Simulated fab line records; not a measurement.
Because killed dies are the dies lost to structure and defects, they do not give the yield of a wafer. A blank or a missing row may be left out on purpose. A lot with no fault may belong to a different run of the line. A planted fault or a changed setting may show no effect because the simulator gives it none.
Chamber matching ; flow nand harc ; 4 sister chambers for NHARC_A_STAIRCASE_TRIM_187 on rie diel-08
The step chemistry O2, time 211.2 s. 4 wafers are shown with their chamber, then 9 later ones without.

WAFERS, EACH WITH ITS CHAMBER
wafer;chamber;showerhead plenum p Torr (Torr)
L081.5;3;3.46
L085.1;1;3.69
L085.5;2;3.32
L085.6;0;3.41

WAFERS WITHOUT THEIR CHAMBER
wafer;showerhead plenum p Torr (Torr)
L087.1;3.69
L087.3;3.40
L087.5;3.69
L093.1;3.45
L093.2;3.31
L093.3;3.69
L095.3;3.68
L095.5;3.45
L095.6;3.40

EACH ONE'S CHAMBER
wafer;from the rows above;in truth
L087.1;1;1
L087.3;0;0
L087.5;1;1
L093.1;3;3
L093.2;2;2
L093.3;1;1
L095.3;1;1
L095.5;3;3
L095.6;0;0
Placed correctly: 9 of 9. Can't be placed from these rows: 0. Placed wrongly: 0.
How it was worked out, from the rows above alone: a wafer's distance from a chamber is the root of the sum, over the readings, of the square of ((its reading less the chamber's mean) divided by the reading's scatter). The wafer belongs to the nearest chamber; if the next one is less than 2 further off, it can't be placed. For every chamber, the mean is computed from those of its wafers that are shown. The scatter (one wafer shown for each chamber): square how far every hidden wafer sits from the nearest shown wafer, average those squares and take the square root.
